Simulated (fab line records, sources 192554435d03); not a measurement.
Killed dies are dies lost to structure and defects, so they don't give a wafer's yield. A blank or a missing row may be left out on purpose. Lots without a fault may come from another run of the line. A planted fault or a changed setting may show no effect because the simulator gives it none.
Which tool did it? | flow n5_finfet | 12 lots, 36 wafers sampled, at 2 steps of a route of 1938

WHAT THE GAUGES READ, wafer by wafer
N5_PMOS_HMC_CHANNEL_EPI_INSPECT_11: inspects for defects (macro).
lot  | measured    | on                | raw_defect_count
L075 | day 1 23:49 | defect_inspect-02 | 2 2 2
L077 | day 2 11:59 | defect_inspect-01 | 2 1 3
L079 | day 2 23:31 | defect_inspect-02 | 1 5 1
L081 | day 3 11:49 | defect_inspect-01 | 0 3 1
L083 | day 4 00:11 | defect_inspect-01 | 3 0 0
L085 | day 4 12:21 | defect_inspect-01 | 1 3 4
L087 | day 4 23:52 | defect_inspect-01 | 1 3 1
L089 | day 5 11:22 | defect_inspect-02 | 4 2 1
L091 | day 5 23:39 | defect_inspect-01 | 2 1 5
L093 | day 6 13:20 | defect_inspect-01 | 3 1 2
L095 | day 6 22:57 | defect_inspect-02 | 3 3 0
L097 | day 7 11:31 | defect_inspect-01 | 1 2 7

WHICH TOOL RAN EACH LOT (tool, then ch and the chambers of the sampled wafers, then the start)
lot  | N5_WELL_APT_DESCUM_30
L075 | rie_diel-02 ch 0,2, day 1 21:38
L077 | rie_diel-01 ch 0,3, day 2 09:35
L079 | rie_diel-01 ch 1,3, day 2 20:53
L081 | rie_diel-02 ch 1,2, day 3 09:41
L083 | rie_diel-02 ch 2,3, day 3 21:49
L085 | rie_diel-02 ch 0,1, day 4 09:25
L087 | rie_diel-02 ch 0,1,3, day 4 21:25
L089 | rie_diel-01 ch 1,2, day 5 09:13
L091 | rie_diel-01 ch 0,1,3, day 5 21:22
L093 | rie_diel-02 ch 0,2, day 6 11:07
L095 | rie_diel-06 ch 1,2,3, day 6 20:56
L097 | rie_diel-06 ch 1,3, day 7 09:22
- N5_WELL_APT_DESCUM_30: chemistry O2, time 7.9 s.

THE ANSWER, worked out from the rows above alone
Rule: what is usual is taken from the lots themselves. Put in order of their means at a reading, lots are off if they are a third of the lots or fewer, leave a main group of 4 or more, and stand apart from it by a gap of 3 or more times the standard deviation of the main group's means; of several such gaps the widest counts. A main group whose means are all the same, to the digits that the tables above print for the reading, isn't used. A lot without any number at a reading at which 4 lots or more have one is off too. The other lots that the step has rows for count as sound.
No lot is off at any reading shown: from this, nothing can be told.

WHAT THE SIMULATOR HAD PUT IN
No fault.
